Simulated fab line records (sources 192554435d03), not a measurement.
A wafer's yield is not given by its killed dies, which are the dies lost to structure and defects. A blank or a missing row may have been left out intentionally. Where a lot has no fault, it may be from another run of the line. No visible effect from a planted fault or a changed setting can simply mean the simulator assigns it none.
fab line records	flow n5-finfet
record: lots: 7	wafers: 21	last-day: 18
route steps=1938 shown BEOL_M3@942 BEOL_M4@1111
lots with no fault: from the same line, run without faults
start-h: the number of hours between the record's first day and the start of the first shown wafer of the lot	wait-h: how many hours have passed since the lot's step before this one	" same as the row above	L1.1+2: several wafers, shown together as one row	- no value, or no start was given	* or withheld: withheld	< > ~ a bound
route shown NAME@n: a module of which the file shows steps, and the number in the route of the first	usual: the fault-free wafers' mean and standard deviation	same: alike in all rows	chamber/n: place in a boat	sites: readings site by site	_std_site: the standard deviation of these	_edge_site: the outer-site mean with the inner-site mean subtracted	radius-mm: for every site, how far away it sits from the centre of the wafer	mask NAME#n: copy n	behind: the most recent tool/chamber to have shaped the wafer	hold: what put the lot on hold/how long, in hours/how the hold closed	device: names the non-switching transistor (n, p or np)	end of line: tests run on the same wafers once the route is complete	step lacking rows: just its recipe	killed: at the first sort, the dies lost to defects and structure; wafer yield is something else	map: dies across one wafer; x = killed, . = not, _ = none there
set.NAME: the setting that was run; set.NAME@STEP: the one run at that earlier step	model.NAME: the simulator's own value behind a step, which no gauge read
lots at some steps of the route; a table a step, a row a wafer
services: a tool's chamber out of use, with start hour (start-h, from the record's first day; less than 0 if before it), hours out, and reason
== steps ==
step: N5_BEOL_M3_PEB_09
recipe: peb-temp-c: 100	peb-time-s: 60	resist: CAR-EUV
step: N5_BEOL_M3_DEVELOP_10
recipe: develop-time-s: 30	developer: TMAH	resist: CAR-EUV	rinse-liquid: surfactant-rinse	dry: air-spin	dev-temp-c: 23
step: N5_BEOL_M3_CD_MEAS_11
recipe: target-cd-nm: 17.05	landing-energy-ev: 500	detector: se-inlens	polarity: opening
usual: cd-nm: 17.07/0.21
lot.wafer	tool	chamber	start-h	wait-h	cd-nm
L884.3	cd-sem-01	0	154.55	-	17.27
L884.5	"	0	"	"	17.36
L884.6	"	0	"	"	17.00
L890.1	cd-sem-02	0	197.47	-	17.13
L890.3	"	0	"	"	17.05
L890.5	"	0	"	"	17.23
L897.2	cd-sem-02	0	234.26	-	17.39
L897.3	"	0	"	"	17.47
L897.4	"	0	"	"	17.15
L896.2	cd-sem-03	0	239.74	-	16.75
L896.3	"	0	"	"	17.02
L896.5	"	0	"	"	17.03
L898.2	cd-sem-01	0	240.06	-	16.95
L898.5	"	0	"	"	16.88
L898.6	"	0	"	"	17.15
L901.2	cd-sem-01	0	256.43	-	17.58
L901.5	"	0	"	"	17.04
L901.6	"	0	"	"	17.15
L905.2	cd-sem-03	0	303.63	-	17.31
L905.4	"	0	"	"	17.51
L905.6	"	0	"	"	17.17
step: N5_BEOL_M3_OVL_MEAS_12
recipe: points-per-wafer: 522
usual: M3_OVL: -0.1/0.62
lot.wafer	tool	chamber	start-h	wait-h	M3_OVL[nm]
L884.3	overlay-02	0	154.59	0.0	-1.3
L884.5	"	0	"	"	-0.4
L884.6	"	0	"	"	-0.6
L890.1	overlay-02	0	197.50	0.0	-0.2
L890.3	"	0	"	"	-0.5
L890.5	"	0	"	"	-0.1
L897.2	overlay-01	0	234.29	0.0	0.9
L897.3	"	0	"	"	1.2
L897.4	"	0	"	"	1.0
L896.2	overlay-02	0	239.77	0.0	-0.3
L896.3	"	0	"	"	-0.2
L896.5	"	0	"	"	0.4
L898.2	overlay-01	0	240.09	0.0	0.5
L898.5	"	0	"	"	1.1
L898.6	"	0	"	"	-0.2
L901.2	overlay-01	0	256.47	0.0	0.6
L901.5	"	0	"	"	0.0
L901.6	"	0	"	"	0.3
L905.2	overlay-02	0	303.66	0.0	0.1
L905.4	"	0	"	"	-1.0
L905.6	"	0	"	"	-1.3
step: N5_BEOL_M3_INSPECT_13
recipe: mode: adi	inspect-instrument: brightfield
usual: raw-defect-count: 408/89
lot.wafer	tool	chamber	start-h	wait-h	raw-defect-count
L884.3	defect-inspect-02	-	154.64	0.0	347
L884.5	"	-	"	"	401
L884.6	"	-	"	"	273
L890.1	defect-inspect-02	-	197.56	0.1	410
L890.3	"	-	"	"	497
L890.5	"	-	"	"	461
L897.2	defect-inspect-02	-	234.35	0.0	349
L897.3	"	-	"	"	424
L897.4	"	-	"	"	312
L896.2	defect-inspect-01	-	239.83	0.0	406
L896.3	"	-	"	"	361
L896.5	"	-	"	"	444
L898.2	defect-inspect-02	-	240.14	0.0	295
L898.5	"	-	"	"	288
L898.6	"	-	"	"	516
L901.2	defect-inspect-02	-	256.52	0.0	259
L901.5	"	-	"	"	346
L901.6	"	-	"	"	291
L905.2	defect-inspect-01	-	303.72	0.0	411
L905.4	"	-	"	"	339
L905.6	"	-	"	"	398
step: N5_BEOL_M3_DESCUM_16
recipe: chemistry: O2	time-s: 7	source-power-w: 50	bias-power-w: 20	pressure-mtorr: 20	rf-frequency-hz: 2.712e+07	temp-c: 40	resist: CAR-EUV	o2-flow-sccm: 225
usual: drypump-motor-current-A: 5.8/0.45	oes-product-au: 0.79/0.098	rf-vpp-V: 242.8/1.5	showerhead-plenum-p-Torr: 2.06/0.07	throttle-valve-pct: 20.33/0.28
lot.wafer	tool	chamber	start-h	wait-h	drypump-motor-current-A	oes-product-au	rf-hours-counter-h	rf-vpp-V	showerhead-plenum-p-Torr	throttle-valve-pct
L884.3	rie-diel-03	1	154.89	0.2	4.7	0.66	246	242.4	2.14	20.49
L884.5	"	1	"	"	4.7	0.66	-	243.0	2.14	20.49
L884.6	"	2	"	"	6.2	0.74	-	242.2	2.00	20.34
L890.1	rie-diel-03	1	197.59	0.0	4.7	1.01	1	243.1	2.14	20.09
L890.3	"	2	"	"	6.2	0.73	171	243.0	2.00	20.37
L890.5	"	0	"	"	6.1	0.76	-	242.0	2.00	20.61
L897.2	rie-diel-04	1	234.38	0.0	6.1	0.74	175	245.8	2.17	20.29
L897.3	"	2	"	"	5.7	0.93	10	241.3	2.05	20.22
L897.4	"	0	"	"	5.6	0.68	220	243.0	2.07	20.75
L896.2	rie-diel-02	3	239.89	0.1	6.3	0.92	14	245.5	2.13	19.82
L896.3	"	1	"	"	5.7	0.75	154	240.5	1.92	19.95
L896.5	"	3	"	"	6.3	0.91	-	244.2	2.13	19.85
L898.2	rie-diel-04	3	240.19	0.0	5.8	0.71	233	241.6	2.06	20.64
L898.5	"	1	"	"	6.1	0.74	-	243.6	2.17	20.32
L898.6	"	2	"	"	5.7	0.94	-	243.3	2.05	20.24
L901.2	rie-diel-02	3	256.55	0.0	6.2	0.92	19	244.1	2.13	19.85
L901.5	"	3	"	"	6.2	0.92	-	244.2	2.13	19.84
L901.6	"	2	"	"	5.2	0.90	-	242.3	2.06	20.00
L905.2	rie-diel-04	0	303.75	0.0	5.6	0.67	246	242.3	2.06	20.80
L905.4	"	1	"	"	6.1	0.72	-	245.0	2.16	20.35
L905.6	"	0	"	"	5.6	0.67	-	243.0	2.06	20.80
step: N5_BEOL_M3_ETCH_74
recipe: chemistry: N2/H2	target: underlayer	target-depth-a: 65	mask-material: CAR-EUV	time-s: 5.2	ion-energy-ev: 200	pressure-mtorr: 30	source-w: 840	bias-w: 150	n2-flow-sccm: 200	h2-flow-sccm: 200	ends: cleared
step: N5_BEOL_M3_ETCH_63
recipe: chemistry: CF4	target: SiARC	target-depth-a: 156	mask-material: CAR-EUV	time-s: 26	ion-energy-ev: 80	pressure-mtorr: 40	source-w: 545	bias-w: 36	Ar_flow_sccm: 100	cf4-flow-sccm: 100	ends: cleared
usual: drypump-motor-current-A: 5.8/0.45	etch-rf-on-time-s: 25.9/0.47	oes-product-au: 0.67/0.085	rf-vpp-V: 183.6/1.2	showerhead-plenum-p-Torr: 2.12/0.068	throttle-valve-pct: 15.55/0.27
lot.wafer	tool	chamber	start-h	wait-h	drypump-motor-current-A	etch-rf-on-time-s	oes-product-au	rf-hours-counter-h	rf-vpp-V	showerhead-plenum-p-Torr	throttle-valve-pct
L884.3	rie-diel-03	1	154.94	0.0	4.7	25.8	0.58	246	184.8	2.19	15.77
L884.5	"	1	"	"	4.7	25.9	0.57	-	185.6	2.19	15.77
L884.6	"	2	"	"	6.2	25.8	0.63	-	182.4	2.06	15.59
L890.1	rie-diel-03	1	197.64	0.0	4.7	25.1	0.86	1	185.0	2.19	15.28
L890.3	"	2	"	"	6.2	26.1	0.63	171	182.9	2.06	15.63
L890.5	"	0	"	"	6.1	26.4	0.64	-	182.3	2.04	15.76
L897.2	rie-diel-04	1	234.43	0.0	6.1	26.1	0.63	175	184.6	2.22	15.57
L897.3	"	2	"	"	5.7	25.7	0.80	10	183.1	2.11	15.47
L897.4	"	0	"	"	5.6	26.3	0.59	220	181.7	2.12	15.99
L896.2	rie-diel-02	3	239.94	0.0	6.3	25.9	0.78	14	184.8	2.19	15.08
L896.3	"	1	"	"	5.7	25.4	0.65	154	182.7	1.98	15.26
L896.5	"	3	"	"	6.3	26.0	0.78	-	184.5	2.19	15.08
L898.2	rie-diel-04	3	240.24	0.0	5.8	26.3	0.61	233	184.6	2.11	15.87
L898.5	"	1	"	"	6.1	26.4	0.63	-	186.1	2.22	15.56
L898.6	"	2	"	"	5.7	26.1	0.80	-	183.0	2.11	15.46
L901.2	rie-diel-02	3	256.60	0.0	6.2	25.6	0.77	19	184.0	2.19	15.09
L901.5	"	3	"	"	6.3	25.8	0.77	-	185.2	2.18	15.10
L901.6	"	2	"	"	5.2	25.2	0.78	-	184.1	2.09	15.09
L905.2	rie-diel-04	0	303.80	0.0	5.6	26.4	0.57	246	182.8	2.11	16.02
L905.4	"	1	"	"	6.1	26.6	0.61	-	185.7	2.21	15.61
L905.6	"	0	"	"	5.6	26.4	0.57	-	183.6	2.11	16.04
step: N5_BEOL_M3_ETCH_64
recipe: chemistry: N2/H2	target: SOC	target-depth-a: 750	overetch-a: 150	mask-material: SiARC	temp-c: 40	time-s: 112.5	ion-energy-ev: 200	pressure-mtorr: 30	source-w: 840	bias-w: 150	n2-flow-sccm: 200	h2-flow-sccm: 200
usual: drypump-motor-current-A: 5.8/0.45	oes-product-au: 0.62/0.074	rf-vpp-V: 522.9/2.6	showerhead-plenum-p-Torr: 2.51/0.087	throttle-valve-pct: 17.75/0.27
lot.wafer	tool	chamber	start-h	wait-h	drypump-motor-current-A	oes-product-au	rf-hours-counter-h	rf-vpp-V	showerhead-plenum-p-Torr	throttle-valve-pct
L884.3	rie-diel-03	1	154.97	0.0	4.7	0.53	246	526.1	2.60	17.88
L884.5	"	1	"	"	4.7	0.53	-	525.0	2.60	17.90
L884.6	"	2	"	"	6.2	0.59	-	521.2	2.44	17.89
L890.1	rie-diel-03	1	197.67	0.0	4.8	0.79	1	524.5	2.60	17.43
L890.3	"	2	"	"	6.2	0.59	171	520.9	2.44	17.93
L890.5	"	0	"	"	6.1	0.60	-	518.7	2.42	17.84
L897.2	rie-diel-04	1	234.46	0.0	6.1	0.59	175	526.5	2.64	17.77
L897.3	"	2	"	"	5.7	0.74	10	523.7	2.49	17.64
L897.4	"	0	"	"	5.6	0.54	220	522.9	2.51	18.12
L896.2	rie-diel-02	3	239.97	0.0	6.3	0.71	14	524.9	2.60	17.38
L896.3	"	1	"	"	5.7	0.59	155	518.1	2.34	17.38
L896.5	"	3	"	"	6.3	0.72	-	525.3	2.60	17.37
L898.2	rie-diel-04	3	240.27	0.0	5.8	0.56	233	522.7	2.51	18.06
L898.5	"	1	"	"	6.1	0.59	-	524.9	2.64	17.76
L898.6	"	2	"	"	5.7	0.74	-	521.5	2.49	17.63
L901.2	rie-diel-02	3	256.63	0.0	6.3	0.72	19	525.9	2.60	17.40
L901.5	"	3	"	"	6.3	0.72	-	525.1	2.60	17.40
L901.6	"	2	"	"	5.1	0.71	-	523.9	2.48	17.24
L905.2	rie-diel-04	0	303.83	0.0	5.6	0.53	246	521.8	2.50	18.16
L905.4	"	1	"	"	6.1	0.57	-	526.0	2.63	17.81
L905.6	"	0	"	"	5.5	0.53	-	523.9	2.50	18.17
step: N5_BEOL_M3_STRIP_65
recipe: chemistry: N2/H2	temp-c: 40	n2-flow-sccm: 200	h2-flow-sccm: 200	rf-frequency-hz: 6e+07
step: N5_BEOL_M3_STRIP_75
recipe: chemistry: N2/H2	temp-c: 40	n2-flow-sccm: 200	h2-flow-sccm: 200	rf-frequency-hz: 6e+07
step: N5_BEOL_M3_STRIP_66
recipe: chemistry: CF4	resist: SiARC	power-w: 300	bias-power-w: 75	pressure-mtorr: 50	cf4-flow-sccm: 150	rf-frequency-hz: 6e+07
usual: drypump-motor-current-A: 5.8/0.45	oes-product-au: 0.78/0.091	rf-vpp-V: 270.7/1.5	showerhead-plenum-p-Torr: 1.77/0.057	throttle-valve-pct: 13.53/0.28
lot.wafer	tool	chamber	start-h	wait-h	drypump-motor-current-A	oes-product-au	rf-hours-counter-h	rf-vpp-V	showerhead-plenum-p-Torr	throttle-valve-pct
L884.3	rie-diel-03	1	155.09	0.0	4.7	0.66	246	271.8	1.83	13.77
L884.5	"	1	"	"	4.7	0.66	-	273.2	1.83	13.77
L884.6	"	2	"	"	6.2	0.73	-	269.5	1.73	13.58
L890.1	rie-diel-03	1	197.80	0.0	4.7	0.97	1	270.9	1.83	13.20
L890.3	"	2	"	"	6.2	0.72	171	270.4	1.72	13.62
L890.5	"	0	"	"	6.1	0.74	-	270.3	1.71	13.74
L897.2	rie-diel-04	1	234.59	0.0	6.1	0.73	175	273.1	1.86	13.55
L897.3	"	2	"	"	5.7	0.93	10	271.1	1.77	13.41
L897.4	"	0	"	"	5.6	0.69	220	270.8	1.78	13.98
L896.2	rie-diel-02	3	240.10	0.0	6.2	0.90	15	271.9	1.83	13.06
L896.3	"	1	"	"	5.7	0.74	155	268.2	1.66	13.25
L896.5	"	3	"	"	6.2	0.90	-	271.8	1.83	13.04
L898.2	rie-diel-04	3	240.40	0.0	5.8	0.71	233	271.4	1.77	13.86
L898.5	"	1	"	"	6.1	0.74	-	272.9	1.86	13.58
L898.6	"	2	"	"	5.7	0.92	-	270.9	1.77	13.40
L901.2	rie-diel-02	3	256.76	0.0	6.3	0.90	19	271.5	1.83	13.05
L901.5	"	3	"	"	6.3	0.90	-	273.0	1.83	13.06
L901.6	"	2	"	"	5.1	0.88	-	268.9	1.75	13.07
L905.2	rie-diel-04	0	303.96	0.0	5.6	0.67	246	270.0	1.77	14.04
L905.4	"	1	"	"	6.1	0.72	-	272.4	1.85	13.62
L905.6	"	0	"	"	5.6	0.67	-	272.1	1.77	14.04
step: N5_BEOL_M3_HM_OPEN_17
recipe: chemistry: Cl2/BCl3	target-depth-a: 200	overetch-a: 60	target: TiN	mask-material: SOC	ion-energy-ev: 150	pressure-mtorr: 10	icp-w: 1000	bias-w: 126	Cl2_flow_sccm: 53.25	bcl3-flow-sccm: 21.75	Ar_flow_sccm: 25
usual: bcl3-flow-sccm: 21.75/0.066	bias-w: 125.9/0.34	drypump-motor-current-A: 5.9/0.32	oes-product-au: 0.66/0.092	throttle-valve-pct: 21.99/0.12
lot.wafer	tool	chamber	start-h	wait-h	bcl3-flow-sccm	bias-w	drypump-motor-current-A	oes-product-au	rf-hours-counter-h	throttle-valve-pct	model.SOC_of_BEOL_M3_COAT_61.thk-nm
L884.3	rie-metal-03	1	155.16	0.1	21.90	126.0	5.8	0.68	-	21.96	52.4
L884.5	"	0	"	"	21.75	125.9	6.1	0.56	-	21.95	52.4
L884.6	"	1	"	"	21.81	125.9	5.8	0.68	-	21.96	52.6
L890.1	rie-metal-01	0	197.84	0.0	21.72	125.9	5.6	0.75	14	22.03	52.6
L890.3	"	0	"	"	21.73	125.6	5.6	0.75	-	22.03	52.4
L890.5	"	0	"	"	21.76	126.1	5.6	0.75	-	22.02	52.6
L897.2	rie-metal-02	0	234.63	0.0	-	-	-	-	-	-	60.4
L897.3	"	1	"	"	-	-	-	-	-	-	60.2
L897.4	"	0	"	"	-	-	-	-	-	-	60.2
L896.2	rie-metal-03	0	240.14	0.0	-	-	-	-	-	-	60
L896.3	"	1	"	"	-	-	-	-	-	-	59.8
L896.5	"	0	"	"	-	-	-	-	-	-	59.8
L898.2	rie-metal-03	1	240.44	0.0	-	-	-	-	-	-	60
L898.5	"	1	"	"	-	-	-	-	-	-	60.2
L898.6	"	0	"	"	-	-	-	-	-	-	60.2
L901.2	rie-metal-01	0	256.80	0.0	21.72	126.1	5.5	0.74	19	22.03	52.2
L901.5	"	1	"	"	21.81	125.4	5.4	0.54	-	22.20	52.2
L901.6	"	0	"	"	21.83	126.2	5.6	0.74	-	22.05	52.2
L905.2	rie-metal-01	0	304.00	0.0	21.78	126.0	5.5	0.73	23	22.05	52.2
L905.4	"	1	"	"	21.77	126.2	5.4	0.54	-	22.21	52.4
L905.6	"	0	"	"	21.75	125.1	5.6	0.73	-	22.04	52.6
step: N5_BEOL_M3_STRIP_19
recipe: chemistry: O2	power-w: 400	temp-c: 40	pressure-mtorr: 30	rf-frequency-hz: 6e+07	bias-power-w: 0	overash-fraction: 0.2	o2-flow-sccm: 225
usual: drypump-motor-current-A: 5.8/0.46	oes-product-au: 0.78/0.09	rf-vpp-V: 3.6/0.44	showerhead-plenum-p-Torr: 2.06/0.066	throttle-valve-pct: 16.65/0.24
lot.wafer	tool	chamber	start-h	wait-h	drypump-motor-current-A	oes-product-au	rf-hours-counter-h	rf-vpp-V	showerhead-plenum-p-Torr	throttle-valve-pct
L884.3	rie-diel-02	3	155.40	0.2	6.3	0.68	251	4.0	2.14	16.54
L884.5	"	0	"	"	5.7	0.75	-	3.2	2.10	16.85
L884.6	"	3	"	"	6.3	0.69	-	3.9	2.14	16.52
L890.1	rie-diel-02	1	198.04	0.2	5.7	0.77	143	3.4	1.93	16.25
L890.3	"	0	"	"	5.7	0.74	153	3.5	2.09	16.87
L890.5	"	3	"	"	6.3	0.97	-	4.6	2.14	16.07
L897.2	rie-diel-02	2	234.77	0.1	5.2	0.92	16	3.6	2.07	16.24
L897.3	"	0	"	"	5.7	0.73	163	3.4	2.09	16.89
L897.4	"	1	"	"	5.7	0.75	153	4.0	1.93	16.27
L896.2	rie-diel-03	2	240.27	0.1	6.2	0.73	183	3.6	2.00	16.65
L896.3	"	1	"	"	4.7	0.95	13	4.2	2.14	16.34
L896.5	"	1	"	"	4.7	0.95	-	4.0	2.14	16.35
L898.2	rie-diel-02	3	240.59	0.1	6.3	0.92	15	4.1	2.13	16.10
L898.5	"	1	"	"	5.7	0.75	-	3.3	1.93	16.28
L898.6	"	2	"	"	5.1	0.92	-	3.2	2.06	16.20
L901.2	rie-diel-04	3	256.91	0.1	5.8	0.70	238	3.0	2.07	16.94
L901.5	"	3	"	"	5.9	0.71	-	3.1	2.07	16.94
L901.6	"	2	"	"	5.7	0.92	-	4.4	2.05	16.44
L905.2	rie-diel-03	0	304.11	0.1	6.1	0.73	216	3.7	1.99	16.91
L905.4	"	1	"	"	4.7	0.90	36	3.6	2.13	16.40
L905.6	"	3	"	"	6.2	0.76	-	3.5	2.01	16.72
step: N5_BEOL_M3_CD_MEAS_18
recipe: pitch-nm: 36	target-cd-nm: 18
usual: cd-nm: 18.1/0.33
lot.wafer	tool	chamber	start-h	wait-h	cd-nm
L884.3	cd-sem-03	-	155.47	0.1	18.1
L884.5	"	-	"	"	18.1
L884.6	"	-	"	"	17.9
L890.1	cd-sem-02	-	198.11	0.0	18.1
L890.3	"	-	"	"	18.1
L890.5	"	-	"	"	18.2
L897.2	cd-sem-02	-	234.84	0.1	-
L897.3	"	-	"	"	-
L897.4	"	-	"	"	-
L896.2	cd-sem-01	-	240.34	0.1	-
L896.3	"	-	"	"	-
L896.5	"	-	"	"	-
L898.2	cd-sem-02	-	240.66	0.1	-
L898.5	"	-	"	"	-
L898.6	"	-	"	"	-
L901.2	cd-sem-01	-	256.98	0.1	18.0
L901.5	"	-	"	"	18.2
L901.6	"	-	"	"	18.1
L905.2	cd-sem-03	-	304.18	0.1	18.4
L905.4	"	-	"	"	18.2
L905.6	"	-	"	"	18.3
step: N5_BEOL_M3_COAT_67
recipe: resist: SOC	temp-c: 250	time-s: 60	spin-rpm: 1500	resist-thk-nm: 60
step: N5_BEOL_M4_RC_MEAS_101
usual: DIBL_N: 35.7/1.3	DIBL_P: 35.4/1.8	IOFF_N: 0.152/0.027	IOFF_P: 0.20/0.034	ION_N: 672/9.8	ION_P: 461/7.5	SS_N: 71.4/0.55	SS_P: 73.1/0.61	VT_N: 251/3.3	VT_P: -251/3.6
lot.wafer	tool	chamber	start-h	wait-h	DIBL_N[mV/V]	DIBL_P[mV/V]	IOFF_N[nA/um]	IOFF_P[nA/um]	ION_N[uA/um]	ION_P[uA/um]	SS_N[mV/dec]	SS_P[mV/dec]	VT_N[mV]	VT_P[mV]
L884.3	prober-01	0	179.43	0.3	39.0	38.2	0.225	0.31	685	475	72.1	74.8	245	-246
L884.5	"	0	"	"	36.1	35.0	0.169	0.24	681	467	71.7	72.7	251	-247
L884.6	"	0	"	"	36.5	35.2	0.172	0.24	666	461	71.9	73.0	248	-247
L890.1	prober-02	0	218.32	0.4	34.5	33.5	0.130	0.18	682	465	71.4	72.8	254	-254
L890.3	"	0	"	"	35.4	34.2	0.139	0.19	668	459	71.7	73.3	254	-248
L890.5	"	0	"	"	33.3	31.3	0.104	0.15	652	453	72.0	71.6	258	-254
L901.2	prober-01	0	275.59	0.2	36.0	35.4	0.157	0.20	685	462	71.1	72.8	249	-251
L901.5	"	0	"	"	35.7	35.3	0.148	0.20	678	469	71.1	72.9	250	-249
L901.6	"	0	"	"	36.7	36.2	0.167	0.21	680	463	72.1	73.5	251	-251
L905.2	prober-02	0	318.63	0.2	33.7	33.3	0.112	0.18	669	470	70.2	72.8	255	-250
L905.4	"	0	"	"	32.7	31.1	0.097	0.15	661	459	71.1	72.6	258	-252
L905.6	"	0	"	"	32.1	30.5	0.093	0.16	651	457	70.2	72.6	257	-253
== services ==
tool	chamber	start-h	hours	kind
rie-diel-02	2	143.09	-	clean
rie-diel-02	2	143.09	-	consumable-replace:focus-ring
rie-diel-02	2	143.09	35.0	scheduled-down
rie-diel-02	2	143.09	35.0	vent-cycle
rie-metal-01	-	146.51	1.7	repair
rie-diel-03	1	170.57	-	clean
rie-diel-03	1	170.57	-	consumable-replace:focus-ring
rie-diel-02	3	178.06	-	clean
rie-diel-02	3	178.06	-	consumable-replace:focus-ring
rie-diel-02	3	178.06	12.3	scheduled-down
rie-diel-02	3	178.06	12.3	vent-cycle
rie-diel-04	2	185.70	-	clean
rie-diel-04	2	185.70	-	consumable-replace:focus-ring
rie-diel-04	2	185.70	13.5	scheduled-down
rie-diel-04	2	185.70	13.5	vent-cycle
rie-metal-03	-	220.80	1.4	pm
rie-diel-04	2	250.08	2.5	repair
rie-diel-04	3	257.50	8.1	repair
rie-diel-02	-	270.26	14.6	pm
rie-diel-02	-	289.47	0.3	repair
rie-diel-04	3	298.96	-	clean
rie-diel-04	3	298.96	-	consumable-replace:focus-ring
rie-diel-04	3	298.96	20.0	scheduled-down
rie-diel-04	3	298.96	20.0	vent-cycle
== key ==
first-sign: step: N5_BEOL_M3_HM_OPEN_17	reading: tool-record	direction: missing
effect: step: N5_BEOL_M3_CD_MEAS_18	reading: cd-nm	direction: missing
model-effect: step: N5_BEOL_M3_HM_OPEN_17	value: SOC_of_BEOL_M3_COAT_61.thk-nm	without: 52.18	struck: 60.09
met-at N5_BEOL_M3_HM_OPEN_17
struck-wafers L896.2,L896.3,L896.5,L897.2,L897.3,L897.4,L898.2,L898.5,L898.6
later-rows-left-out L896.2,L896.3,L896.5,L897.2,L897.3,L897.4,L898.2,L898.5,L898.6
sort-left-out L896.2,L896.3,L896.5,L897.2,L897.3,L897.4,L898.2,L898.5,L898.6
onset-between 155.16 234.63
fault: kind: skipped-step-whole	tool: rie-metal-02,rie-metal-03	chamber: -	onset-h: 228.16	steps: N5_BEOL_M3_HM_OPEN_17	scope: struck-lots-only
sort-left-out: the simulated sort isn't trusted on such a fault, so these wafers' sort isn't shown, and their yield isn't known
later-rows-left-out: the simulator's readings of these wafers behind a module that went badly wrong aren't trusted and aren't shown, but for the sort
